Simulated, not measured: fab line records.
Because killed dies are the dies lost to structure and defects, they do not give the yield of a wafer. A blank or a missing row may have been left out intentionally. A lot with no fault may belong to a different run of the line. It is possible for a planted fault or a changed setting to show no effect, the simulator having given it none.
fab line records | flow nandHarc
record: lots: 7 | wafers: 19 | lastDay: 23
route steps=1159 shown A_M0@1004
lots untouched by any fault: they come from a run of this same line in which no faults occurred
startH: hours from the record's opening day to when the first of the lot's shown wafers began | waitH: hours elapsed since this lot's preceding step | " repeats the value in the row above | L1.1+2: a row that stands for several wafers | - no value, or no start was given | * or withheld: withheld | < > ~ a bound
route shown NAME@n: a module of which the file shows steps, and the number in the route of the first | usual: mean and standard deviation over wafers with no fault | same: alike in all rows | chamber/n: place in a boat | sites: readings site by site | _std_site: how widely they spread, as a standard deviation | _edge_site: inner sites' mean taken away from outer sites' mean | radiusMm: how far each site lies from the wafer's centre | mask NAME#n: copy n | behind: the most recent tool/chamber to have shaped the wafer | hold: the reason the lot was held/the length of the hold in hours/how it ended | device: transistor that didn't switch, given as n, p or np | end of line: the same wafers' tests at the end of the route | a step without rows: its recipe alone | killed: dies lost to structure and defects at the first sort, not the wafer's yield | map: per-die view of a wafer (x killed, . not killed, _ where there is no die)
set.NAME: the setting as run; set.NAME@STEP: as run at that earlier step | model.NAME: the simulator's own value behind a step, which no gauge read
a table for each step, a row for each wafer; lots at some steps of the route
services: the hour from which a tool's chamber was out of use, counted from the record's first day as startH (under 0 if before that day), plus the number of hours and why
== steps ==
step: NHARC_A_M0_CD_MEAS_09
recipe: targetCdNm: 80 | landingEnergyEv: 500
usual: cdNm: 79.9/0.48
lot.wafer | tool     | chamber | startH | waitH | cdNm
L671.2    | cdSem-01 | 0       | 435.90 | -     | 79.7
L671.4    | "        | 0       | "      | "     | 78.5
L671.6    | "        | 0       | "      | "     | 79.2
L673.2    | cdSem-01 | 0       | 437.51 | -     | 79.7
L673.4    | "        | 0       | "      | "     | 80.0
L673.6    | "        | 0       | "      | "     | 79.0
L674.1    | cdSem-01 | 0       | 441.46 | -     | 79.4
L680.4    | cdSem-02 | 0       | 474.39 | -     | 79.9
L680.5    | "        | 0       | "      | "     | 80.3
L680.6    | "        | 0       | "      | "     | 79.5
L682.1    | cdSem-01 | 0       | 501.03 | -     | 80.0
L682.2    | "        | 0       | "      | "     | 79.7
L682.5    | "        | 0       | "      | "     | 80.2
L684.1    | cdSem-02 | 0       | 509.24 | -     | 79.2
L684.2    | "        | 0       | "      | "     | 78.9
L684.4    | "        | 0       | "      | "     | 79.5
L683.1    | cdSem-01 | 0       | 516.08 | -     | 80.3
L683.2    | "        | 0       | "      | "     | 79.7
L683.4    | "        | 0       | "      | "     | 79.8
step: NHARC_A_M0_OVL_MEAS_10
recipe: pitchNm: 160
usual: overlayXNm: 0.0/0.72 | overlayYNm: -0.1/0.84
lot.wafer | tool       | chamber | startH | waitH | overlayXNm | overlayYNm
L671.2    | overlay-02 | -       | 435.98 | -     | 0.1        | -0.6
L671.4    | "          | -       | "      | "     | 0.3        | -0.1
L671.6    | "          | -       | "      | "     | 0.2        | -0.3
L673.2    | overlay-01 | -       | 437.60 | -     | -0.7       | -0.7
L673.4    | "          | -       | "      | "     | -1.0       | -0.7
L673.6    | "          | -       | "      | "     | -0.5       | -0.5
L674.1    | overlay-02 | -       | 441.55 | -     | 0.2        | -0.8
L680.4    | overlay-01 | -       | 474.47 | -     | 0.8        | -0.1
L680.5    | "          | -       | "      | "     | 0.8        | -0.1
L680.6    | "          | -       | "      | "     | 0.7        | 0.0
L682.1    | overlay-02 | -       | 501.12 | -     | 0.2        | -0.1
L682.2    | "          | -       | "      | "     | 0.5        | 0.0
L682.5    | "          | -       | "      | "     | 0.2        | -0.1
L684.1    | overlay-01 | -       | 509.33 | -     | -1.3       | -0.8
L684.2    | "          | -       | "      | "     | -1.0       | -0.4
L684.4    | "          | -       | "      | "     | -1.2       | -0.5
L683.1    | overlay-02 | -       | 516.16 | -     | 0.9        | 0.0
L683.2    | "          | -       | "      | "     | 1.2        | 0.1
L683.4    | "          | -       | "      | "     | 0.7        | -0.2
step: NHARC_A_M0_INSPECT_11
usual: rawDefectCount: 29/13
lot.wafer | tool             | chamber | startH | waitH | rawDefectCount
L671.2    | defectInspect-01 | -       | 436.02 | 0.0   | 25
L671.4    | "                | -       | "      | "     | 24
L671.6    | "                | -       | "      | "     | 25
L673.2    | defectInspect-02 | -       | 437.63 | 0.0   | 33
L673.4    | "                | -       | "      | "     | 28
L673.6    | "                | -       | "      | "     | 44
L674.1    | defectInspect-01 | -       | 441.59 | 0.0   | 24
L680.4    | defectInspect-01 | -       | 474.51 | 0.0   | 10
L680.5    | "                | -       | "      | "     | 11
L680.6    | "                | -       | "      | "     | 15
L682.1    | defectInspect-02 | -       | 501.16 | 0.0   | 48
L682.2    | "                | -       | "      | "     | 47
L682.5    | "                | -       | "      | "     | 57
L684.1    | defectInspect-02 | -       | 509.37 | 0.0   | 61
L684.2    | "                | -       | "      | "     | 38
L684.4    | "                | -       | "      | "     | 45
L683.1    | defectInspect-02 | -       | 516.20 | 0.0   | 49
L683.2    | "                | -       | "      | "     | 60
L683.4    | "                | -       | "      | "     | 50
step: NHARC_A_M0_DESCUM_14
recipe: timeS: 3 | o2FlowSccm: 200 | arFlowSccm: 0 | biasPowerW: 0 | chemistry: O2
usual: chamberPressureMTorr: 60.00/0.057 | drypumpMotorCurrentA: 5.7/0.57 | oesProductAu: 1.005/0.0086 | rfVppV: 57.6/0.85 | showerheadPlenumPTorr: 1.90/0.06 | throttleValvePct: 11.311/0.0091
lot.wafer | tool       | chamber | startH | waitH | chamberPressureMTorr | drypumpMotorCurrentA | oesProductAu | rfHoursCounterH | rfVppV | showerheadPlenumPTorr | throttleValvePct
L671.2    | rieDiel-08 | 2       | 436.09 | 0.1   | 60.09                | 6.3                  | 1.012        | 9               | 58.9   | 1.88                  | 11.310
L671.4    | "          | 0       | "      | "     | 60.05                | 5.6                  | 1.008        | 11              | 56.8   | 1.86                  | 11.299
L671.6    | "          | 1       | "      | "     | 60.01                | 5.7                  | 1.003        | -               | 59.0   | 2.04                  | 11.307
L673.4    | rieDiel-06 | 0       | 437.69 | 0.1   | 59.93                | 6.4                  | 0.997        | 1               | 59.3   | 1.97                  | 11.297
L673.2    | "          | 1       | "      | "     | 59.99                | 4.8                  | 1.012        | 1               | 58.8   | 1.94                  | 11.325
L673.6    | "          | 1       | "      | "     | 59.94                | 4.8                  | 0.999        | -               | 58.2   | 1.94                  | 11.307
L674.1    | rieDiel-08 | 2       | 441.67 | 0.1   | 59.96                | 6.3                  | 1.012        | 9               | 56.9   | 1.88                  | 11.316
L680.4    | rieDiel-10 | 2       | 474.59 | 0.1   | 59.98                | 5.1                  | 0.989        | 8               | 58.2   | 1.89                  | 11.318
L680.6    | "          | 3       | "      | "     | 60.07                | 6.8                  | 0.976        | -               | 56.6   | 1.84                  | 11.323
L680.5    | "          | 0       | "      | "     | 60.03                | 5.6                  | 0.984        | -               | 58.4   | 1.89                  | 11.295
L682.2    | rieDiel-06 | 1       | 501.22 | 0.1   | 59.98                | 4.8                  | 1.009        | 5               | 57.6   | 1.94                  | 11.310
L682.1    | "          | 3       | "      | "     | 59.93                | 6.7                  | 1.006        | 6               | 57.9   | 1.84                  | 11.308
L682.5    | "          | 1       | "      | "     | 59.98                | 4.8                  | 1.014        | -               | 55.1   | 1.94                  | 11.307
L684.4    | rieDiel-08 | 3       | 509.43 | 0.1   | 59.94                | 5.2                  | 1.009        | 2               | 57.0   | 1.88                  | 11.305
L684.1    | "          | 0       | "      | "     | 59.94                | 5.6                  | 1.001        | 2               | 58.6   | 1.86                  | 11.312
L684.2    | "          | 1       | "      | "     | 60.05                | 5.7                  | 0.996        | 2               | 58.3   | 2.04                  | 11.306
L683.4    | rieDiel-10 | 1       | 516.26 | 0.1   | 60.03                | 5.3                  | 0.987        | 11              | 57.8   | 1.94                  | 11.301
L683.2    | "          | 2       | "      | "     | 60.04                | 5.1                  | 0.995        | 11              | 58.1   | 1.89                  | 11.330
L683.1    | "          | 3       | "      | "     | 59.90                | 6.8                  | 1.005        | 10              | 55.5   | 1.84                  | 11.305
step: NHARC_A_M0_ETCH_34
recipe: targetDepthA: 400 | overetchA: 120 | timeS: 43.94 | ionEnergyEv: 200 | n2FlowSccm: 150 | h2FlowSccm: 150 | arFlowSccm: 0 | rfW: 400 | biasW: 150 | chemistry: N2/H2
usual: chamberPressureMTorr: 29.998/0.024 | drypumpMotorCurrentA: 5.8/0.57 | oesProductAu: 1.002/0.0083 | rfVppV: 430.2/2.2 | showerheadPlenumPTorr: 2.03/0.072 | throttleValvePct: 14.171/0.0091
lot.wafer | tool       | chamber | startH | waitH | chamberPressureMTorr | drypumpMotorCurrentA | oesProductAu | rfHoursCounterH | rfVppV | showerheadPlenumPTorr | throttleValvePct
L671.2    | rieDiel-08 | 0       | 436.16 | 0.1   | 30.028               | 5.6                  | 1.014        | 11              | 428.7  | 1.99                  | 14.181
L671.4    | "          | 1       | "      | "     | 30.008               | 5.7                  | 1.001        | 11              | 434.3  | 2.18                  | 14.165
L671.6    | "          | 0       | "      | "     | 29.981               | 5.5                  | 1.009        | -               | 426.8  | 1.99                  | 14.162
L673.4    | rieDiel-06 | 1       | 437.78 | 0.1   | 29.967               | 4.8                  | 1.017        | 1               | 431.8  | 2.07                  | 14.173
L673.2    | "          | 0       | "      | "     | 29.975               | 6.4                  | 1.005        | 1               | 431.4  | 2.10                  | 14.168
L673.6    | "          | 2       | "      | "     | 30.031               | 5.8                  | 1.003        | -               | 427.1  | 1.96                  | 14.160
L674.1    | rieDiel-08 | 3       | 441.75 | 0.1   | 30.021               | 5.2                  | 0.993        | 10              | 429.3  | 2.00                  | 14.165
L680.4    | rieDiel-10 | 3       | 474.66 | 0.1   | 29.980               | 6.8                  | 1.006        | 8               | 428.1  | 1.96                  | 14.177
L680.6    | "          | 2       | "      | "     | 29.991               | 5.1                  | 0.993        | -               | 429.5  | 2.01                  | 14.178
L680.5    | "          | 3       | "      | "     | 29.976               | 6.8                  | 1.001        | -               | 428.3  | 1.96                  | 14.183
L682.1    | rieDiel-06 | 3       | 501.31 | 0.1   | 30.011               | 6.8                  | 1.004        | 6               | 428.4  | 1.96                  | 14.163
L682.2    | "          | 0       | "      | "     | 29.972               | 6.4                  | 1.004        | 6               | 432.5  | 2.10                  | 14.184
L682.5    | "          | 1       | "      | "     | 29.974               | 4.8                  | 1.011        | -               | 429.0  | 2.07                  | 14.154
L684.4    | rieDiel-08 | 0       | 509.51 | 0.1   | 30.026               | 5.6                  | 0.997        | 2               | 429.4  | 1.98                  | 14.167
L684.1    | "          | 2       | "      | "     | 29.970               | 6.3                  | 1.008        | 2               | 428.9  | 2.01                  | 14.149
L684.2    | "          | 3       | "      | "     | 30.026               | 5.2                  | 0.998        | 2               | 428.7  | 2.00                  | 14.168
L683.1    | rieDiel-10 | 1       | 516.35 | 0.1   | 29.989               | 5.3                  | 0.999        | 11              | 431.2  | 2.07                  | 14.156
L683.4    | "          | 3       | "      | "     | 30.016               | 6.8                  | 0.997        | 10              | 427.6  | 1.96                  | 14.184
L683.2    | "          | 0       | "      | "     | 29.964               | 5.6                  | 0.988        | 11              | 430.8  | 2.01                  | 14.182
step: NHARC_A_M0_ETCH_15
recipe: targetDepthA: 1500 | overetchA: 150 | timeS: 82.5 | c4f8FlowSccm: withheld | arFlowSccm: 400 | rfW: 600 | biasW: 300 | chemistry: C4F8/Ar
step: NHARC_A_M0_CD_MEAS_16
usual: cdNm: 79.7/0.55
lot.wafer | tool     | chamber | startH | waitH | cdNm
L671.2    | cdSem-01 | -       | 436.38 | -     | 80.2
L671.4    | "        | -       | "      | "     | 78.7
L671.6    | "        | -       | "      | "     | 79.1
L673.2    | cdSem-01 | -       | 437.99 | -     | 80.4
L673.4    | "        | -       | "      | "     | 79.4
L673.6    | "        | -       | "      | "     | 79.6
L674.1    | cdSem-02 | -       | 441.95 | -     | 79.3
L680.4    | cdSem-01 | -       | 474.87 | -     | 80.0
L680.5    | "        | -       | "      | "     | 79.4
L680.6    | "        | -       | "      | "     | 79.2
L682.1    | cdSem-02 | -       | 501.51 | -     | 79.4
L682.2    | "        | -       | "      | "     | 80.0
L682.5    | "        | -       | "      | "     | 80.1
L684.1    | cdSem-01 | -       | 509.73 | -     | 78.9
L684.2    | "        | -       | "      | "     | 78.8
L684.4    | "        | -       | "      | "     | 79.9
L683.1    | cdSem-03 | -       | 516.56 | -     | 80.6
L683.2    | "        | -       | "      | "     | 79.6
L683.4    | "        | -       | "      | "     | 79.6
step: NHARC_A_M0_STRIP_18
recipe: powerW: 1000 | n2FlowSccm: 150 | h2FlowSccm: 150 | arFlowSccm: 0 | biasW: 0 | chemistry: N2/H2
usual: chamberPressureMTorr: 29.999/0.028 | drypumpMotorCurrentA: 5.7/0.63 | oesProductAu: 0.998/0.0093 | rfVppV: 90.5/0.91 | showerheadPlenumPTorr: 2.02/0.058 | throttleValvePct: 14.172/0.01
lot.wafer | tool       | chamber | startH | waitH | chamberPressureMTorr | drypumpMotorCurrentA | oesProductAu | rfHoursCounterH | rfVppV | showerheadPlenumPTorr | throttleValvePct
L671.2    | rieDiel-08 | 3       | 436.45 | 0.1   | 30.019               | 5.2                  | 1.003        | 10              | 90.4   | 2.00                  | 14.156
L671.4    | "          | 2       | "      | "     | 30.005               | 6.3                  | 1.009        | 9               | 91.3   | 2.01                  | 14.174
L671.6    | "          | 0       | "      | "     | 30.050               | 5.6                  | 1.007        | -               | 89.2   | 1.99                  | 14.185
L673.2    | rieDiel-10 | 1       | 438.06 | 0.1   | 30.013               | 5.3                  | 0.991        | 5               | 90.2   | 2.07                  | 14.162
L673.4    | "          | 3       | "      | "     | 30.014               | 6.8                  | 1.001        | 5               | 88.3   | 1.96                  | 14.171
L673.6    | "          | 1       | "      | "     | 29.993               | 5.3                  | 0.992        | -               | 91.2   | 2.07                  | 14.184
L674.1    | rieDiel-10 | 1       | 442.07 | 0.1   | 29.980               | 5.3                  | 0.985        | 6               | 89.9   | 2.07                  | 14.179
L680.4    | rieDiel-08 | 0       | 474.99 | 0.1   | 30.014               | 5.6                  | 1.005        | 14              | 90.1   | 1.98                  | 14.160
L680.6    | "          | 2       | "      | "     | 30.008               | 6.3                  | 0.993        | -               | 90.8   | 2.01                  | 14.176
L680.5    | "          | 3       | "      | "     | 30.014               | 5.2                  | 0.993        | -               | 91.1   | 2.00                  | 14.162
L682.2    | rieDiel-10 | 2       | 501.62 | 0.1   | 29.958               | 5.1                  | 0.987        | 10              | 91.1   | 2.01                  | 14.171
L682.1    | "          | 0       | "      | "     | 30.017               | 5.6                  | 0.986        | 10              | 91.0   | 2.01                  | 14.158
L682.5    | "          | 2       | "      | "     | 29.981               | 5.1                  | 0.999        | -               | 90.8   | 2.01                  | 14.184
L684.4    | rieDiel-10 | 0       | 509.83 | 0.1   | 30.052               | 5.7                  | 0.985        | 10              | 89.1   | 2.01                  | 14.171
L684.2    | "          | 1       | "      | "     | 29.995               | 5.3                  | 0.988        | 11              | 90.5   | 2.07                  | 14.169
L684.1    | "          | 2       | "      | "     | 29.971               | 5.0                  | 0.985        | 10              | 90.4   | 2.01                  | 14.163
L683.4    | rieDiel-06 | 1       | 516.63 | 0.1   | 29.991               | 4.8                  | 1.007        | 5               | 90.0   | 2.07                  | 14.159
L683.2    | "          | 3       | "      | "     | 30.008               | 6.7                  | 1.011        | 6               | 90.1   | 1.96                  | 14.181
L683.1    | "          | 0       | "      | "     | 30.014               | 6.4                  | 1.003        | 7               | 92.2   | 2.10                  | 14.181
step: NHARC_A_M0_STRIP_19
recipe: timeS: 600 | tempC: 30 | chemistry: postEtchResidueRemover
step: NHARC_A_M0_DEGAS_28
recipe: tempC: 250 | timeS: 60
usual: heaterPowerW: 321/31
lot.wafer | tool          | chamber | startH | waitH | heaterPowerW
L671.4    | pvdSputter-01 | -       | 436.99 | -     | 279
L671.2    | "             | -       | "      | "     | 364
L671.6    | "             | -       | "      | "     | 347
L673.4    | pvdSputter-01 | -       | 438.60 | -     | 367
L673.2    | "             | -       | "      | "     | 291
L673.6    | "             | -       | "      | "     | 370
L674.1    | pvdSputter-03 | -       | 442.58 | -     | 274
L680.4    | pvdSputter-01 | -       | 475.48 | -     | 361
L680.6    | "             | -       | "      | "     | 379
L680.5    | "             | -       | "      | "     | 275
L682.2    | pvdSputter-03 | -       | 502.13 | -     | 328
L682.1    | "             | -       | "      | "     | 328
L682.5    | "             | -       | "      | "     | 282
L684.4    | pvdSputter-02 | -       | 510.34 | -     | 300
L684.2    | "             | -       | "      | "     | 365
L684.1    | "             | -       | "      | "     | 347
L683.2    | pvdSputter-03 | -       | 517.20 | -     | 324
L683.4    | "             | -       | "      | "     | 334
L683.1    | "             | -       | "      | "     | 283
step: NHARC_A_M0_PRE_CLEAN_29
recipe: timeS: 30 | tempC: 280 | gas: H2/He
usual: heaterPowerW: 395/37
lot.wafer | tool          | chamber | startH | waitH | heaterPowerW
L671.2    | pvdSputter-01 | -       | -      | -     | 412
L671.4    | "             | -       | "      | "     | 359
L671.6    | "             | -       | "      | "     | 413
L673.2    | pvdSputter-01 | -       | -      | -     | 459
L673.4    | "             | -       | "      | "     | 352
L673.6    | "             | -       | "      | "     | 421
L674.1    | pvdSputter-03 | -       | -      | -     | 354
L680.4    | pvdSputter-01 | -       | -      | -     | 347
L680.6    | "             | -       | "      | "     | 408
L680.5    | "             | -       | "      | "     | 455
L682.1    | pvdSputter-03 | -       | -      | -     | 394
L682.2    | "             | -       | "      | "     | 340
L682.5    | "             | -       | "      | "     | 409
L684.4    | pvdSputter-02 | -       | -      | -     | 338
L684.1    | "             | -       | "      | "     | 440
L684.2    | "             | -       | "      | "     | 372
L683.4    | pvdSputter-03 | -       | -      | -     | 348
L683.1    | "             | -       | "      | "     | 361
L683.2    | "             | -       | "      | "     | 401
step: NHARC_A_M0_PVD_20
recipe: targetThkA: 50 | biasV: 168.6 | powerW: 15000 | chamberPressurePa: 0.12 | timeS: 8.06 | substrateTempC: 50 | material: TaN
step: NHARC_A_M0_PVD_21
recipe: targetThkA: 300 | chamberPressurePa: 5 | powerW: 5000 | substrateTempC: 30 | timeS: 20.49 | material: Cu
usual: cathodeDcPowerW: 5000.0/0.93 | chamberPressurePa: 5.000/0.01 | throttleValvePct: 30.0/1.3
lot.wafer | tool          | chamber | startH | waitH | cathodeDcPowerW | chamberPressurePa | throttleValvePct
L671.2    | pvdSputter-01 | -       | 437.22 | -     | -               | -                 | -
L671.4    | "             | -       | "      | "     | -               | -                 | -
L671.6    | "             | -       | "      | "     | -               | -                 | -
L673.4    | pvdSputter-01 | -       | 438.84 | -     | -               | -                 | -
L673.2    | "             | -       | "      | "     | -               | -                 | -
L673.6    | "             | -       | "      | "     | -               | -                 | -
L674.1    | pvdSputter-03 | -       | 442.84 | -     | -               | -                 | -
L680.4    | pvdSputter-01 | -       | 475.72 | -     | 5001.1          | 4.991             | 31.7
L680.5    | "             | -       | "      | "     | 5000.0          | 4.994             | 29.3
L680.6    | "             | -       | "      | "     | 4997.9          | 5.006             | 31.9
L682.2    | pvdSputter-03 | -       | 502.38 | -     | 4998.4          | 5.009             | 28.0
L682.1    | "             | -       | "      | "     | 5000.5          | 4.998             | 29.7
L682.5    | "             | -       | "      | "     | 5000.0          | 4.977             | 28.8
L684.2    | pvdSputter-02 | -       | 510.57 | -     | 5000.3          | 4.986             | 28.9
L684.1    | "             | -       | "      | "     | 4999.5          | 4.987             | 29.1
L684.4    | "             | -       | "      | "     | 4999.7          | 5.004             | 29.7
L683.4    | pvdSputter-03 | -       | 517.43 | -     | 4999.2          | 4.997             | 27.9
L683.1    | "             | -       | "      | "     | 4998.3          | 4.994             | 29.4
L683.2    | "             | -       | "      | "     | 5000.7          | 4.992             | 30.7
step: NHARC_A_M0_ECD_22
recipe: targetThkA: 4000 | bathTempC: 25 | material: Cu
== services ==
tool          | chamber | startH | hours | kind
rieDiel-08    | -       | 413.72 | 0.9   | repair
rieDiel-06    | -       | 418.20 | 9.0   | pm
rieDiel-10    | 0       | 436.01 | -     | clean
rieDiel-10    | 1       | 436.01 | -     | clean
rieDiel-10    | 2       | 436.01 | -     | clean
rieDiel-10    | 3       | 436.01 | -     | clean
pvdSputter-01 | -       | 439.15 | 11.9  | repair
rieDiel-06    | 1       | 446.98 | 3.9   | repair
rieDiel-06    | 2       | 454.07 | 2.7   | repair
pvdSputter-03 | -       | 458.23 | 10.0  | pm
rieDiel-10    | 0       | 460.51 | -     | clean
rieDiel-10    | 1       | 460.51 | -     | clean
rieDiel-10    | 2       | 460.51 | -     | clean
rieDiel-10    | 3       | 460.51 | -     | clean
rieDiel-08    | -       | 478.80 | 9.0   | pm
rieDiel-10    | 0       | 485.01 | -     | clean
rieDiel-10    | 1       | 485.01 | -     | clean
rieDiel-10    | 2       | 485.01 | -     | clean
rieDiel-10    | 3       | 485.01 | -     | clean
rieDiel-10    | 0       | 509.51 | -     | clean
rieDiel-10    | 1       | 509.51 | -     | clean
rieDiel-10    | 2       | 509.51 | -     | clean
rieDiel-10    | 3       | 509.51 | -     | clean
pvdSputter-01 | -       | 516.10 | 10.0  | pm
== key ==
firstSign: step: NHARC_A_M0_PVD_21 | reading: toolRecord | direction: missing
effect none on later readings
metAt NHARC_A_M0_PVD_21
struckWafers L671.2,L671.4,L671.6,L673.2,L673.4,L673.6,L674.1
laterRowsLeftOut L671.2,L671.4,L671.6,L673.2,L673.4,L673.6,L674.1
sortLeftOut L671.2,L671.4,L671.6,L673.2,L673.4,L673.6,L674.1
testerLeftOut L673,L674
earlierFault: kind: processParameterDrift | tool: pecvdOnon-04 | chamber: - | onsetH: 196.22 | steps: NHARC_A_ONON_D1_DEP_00 | channel: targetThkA | offset: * | shape: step | actsIn: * | stated: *
earlierFault: kind: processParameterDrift | tool: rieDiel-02 | chamber: 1 | onsetH: 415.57 | steps: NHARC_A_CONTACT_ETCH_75 | channel: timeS | offset: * | shape: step | actsIn: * | stated: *
fault: kind: skippedStepWhole | tool: pvdSputter-01,pvdSputter-03 | chamber: - | onsetH: 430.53 | steps: NHARC_A_M0_PVD_21 | scope: struckLotsOnly
testerLeftOut: of these lots the tester's yield and bins aren't shown, on N5 and GAA mostly nor the transistor test; their killed dies are dies lost to structure and defects alone, not to doping, threshold or leakage, so they don't give the yield
sortLeftOut: the simulated sort isn't trusted on such a fault, so these wafers' sort isn't shown, and their yield isn't known
laterRowsLeftOut: the simulator's readings of these wafers behind a module that went badly wrong aren't trusted and aren't shown, but for the sort
